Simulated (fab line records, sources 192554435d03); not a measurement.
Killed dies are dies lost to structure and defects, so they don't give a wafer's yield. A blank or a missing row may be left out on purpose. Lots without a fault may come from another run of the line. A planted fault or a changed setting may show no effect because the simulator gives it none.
Split-lot experiment | flow n5_finfet | 7 lots, 21 wafers read, on a route of 1938 steps

THE SPLIT
At N5_BEOL_M14_PEB_26 (peb time 90 s), the setting peb_temp_c was moved away from the recipe's 130 C on 5 of the 21 wafers read, by -2.8% to +2.7%. The other wafers ran this setting at the recipe's value.

FROM THE SPLIT TO THE READING: what the file shows between them, 2 steps
- N5_BEOL_M14_DEVELOP_27: develop time 45 s
- N5_BEOL_M14_HARDBAKE_32: time 120 s

THE READING
cd_nm, in nm, at N5_BEOL_M14_CD_MEAS_28 (target cd 284.4 nm). Fault-free wafers of this fab line usually give 284.6 nm, standard deviation 1 nm.

wafer  | tool, chamber at the split | peb_temp_c as run, C | against the recipe | cd_nm, nm | against lot-mates on the recipe
L075.1 | litho_track-01, 0          | 130                  | recipe             | 283.0     | -
L075.2 | litho_track-01, 0          | 130                  | recipe             | 282.3     | -
L075.3 | litho_track-01, 0          | 130                  | recipe             | 285.7     | -
L076.1 | litho_track-01, 0          | 128.7                | -1.0%              | 276.6     | -6.9
L076.2 | litho_track-01, 0          | 130                  | recipe             | 283.3     | -
L076.6 | litho_track-01, 0          | 130                  | recipe             | 283.7     | -
L077.4 | litho_track-01, 0          | 130                  | recipe             | 282.9     | -
L077.5 | litho_track-01, 0          | 133.5                | +2.7%              | 298.6     | +15.7
L077.6 | litho_track-01, 0          | 133.5                | +2.7%              | 297.0     | +14.1
L080.1 | litho_track-03, 0          | 126.4                | -2.8%              | 264.9     | -21.1
L080.5 | litho_track-03, 0          | 130                  | recipe             | 286.0     | -
L080.6 | litho_track-03, 0          | 126.4                | -2.8%              | 265.8     | -20.2
L085.1 | litho_track-03, 0          | 130                  | recipe             | 284.6     | -
L085.2 | litho_track-03, 0          | 130                  | recipe             | 285.7     | -
L085.5 | litho_track-03, 0          | 130                  | recipe             | 285.8     | -
L096.1 | litho_track-05, 0          | 130                  | recipe             | 285.4     | -
L096.4 | litho_track-05, 0          | 130                  | recipe             | 284.7     | -
L096.6 | litho_track-05, 0          | 130                  | recipe             | 284.1     | -
L095.1 | litho_track-05, 0          | 130                  | recipe             | 284.0     | -
L095.3 | litho_track-05, 0          | 130                  | recipe             | 284.5     | -
L095.6 | litho_track-05, 0          | 130                  | recipe             | 284.0     | -

THE FIT
A straight line over all 21 wafers: cd_nm changes by +5.99 nm for each +1% of peb_temp_c; r = +0.98; the points scatter about the line by 1.5 nm.
The same after taking each lot's own level away (the mean of its wafers on the recipe; 21 wafers): +6.52 nm for each +1%; r = +0.99; scatter 1.3 nm.
On that fit, the largest move of peb_temp_c shifts the reading by 18 nm.
The lots' own levels span 282.90 to 286.00 nm, that is 3.1 times the standard deviation above.
So the lot-to-lot level changes the slope little: the two slopes agree.
Check: with one of the wafers moved furthest among these (-2.8%) left out of the fit, the line predicts -17.5 nm for it against its lot-mates. It came out at -21.1 nm against them.

OTHER SPLITS ON THESE WAFERS
These wafers also went through other splits before the reading. Each is held against what the fit with the lots' levels taken away leaves over:
other split on the same wafers         | wafers away from the commonest value | r with cd_nm (lot level and that fit taken away)
N5_BEOL_M13_VIA_ETCH_16 target_depth_a | 7                                    | -0.26
N5_BEOL_M13_ETCH_68 time_s             | 10                                   | +0.18
N5_BEOL_M13_SPUTTER_43 power_w         | 8                                    | +0.10

THE WHOLE CHAIN: every reading that the file lists as answering this split, in the file's order
step                   | what it does                                               | reading                                                         | change (the file's fit)              | r (the file's)
N5_BEOL_M14_CD_MEAS_28 | target cd 284.4 nm                                         | cd_nm                                                           | +6.54 nm for each +1% of the setting | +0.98
N5_BEOL_M14_DESCUM_33  | chemistry O2, time 7.9 s                                   | BEOL_M14.cd_nm (the simulator's own value, which no gauge read) | +6.49 nm for each +1% of the setting | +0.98
N5_BEOL_M14_ETCH_67    | etches SiARC in CF4, target depth 143 nm, time 238.3 s     | BEOL_M14.cd_nm (the simulator's own value, which no gauge read) | +6.41 nm for each +1% of the setting | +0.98
N5_BEOL_M14_ETCH_68    | etches SOC in N2/H2, time 450 s                            | BEOL_M14.cd_nm (the simulator's own value, which no gauge read) | +7.1 nm for each +1% of the setting  | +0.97
N5_BEOL_M14_ETCH_38    | etches SiCN in CF4/N2, target depth 106.5 nm, time 120.6 s | BEOL_M14.cd_nm (the simulator's own value, which no gauge read) | +7.18 nm for each +1% of the setting | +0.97

THE FILE'S OWN FIT
cd_nm changes by +6.54 nm for each +1% of peb_temp_c, r = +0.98.
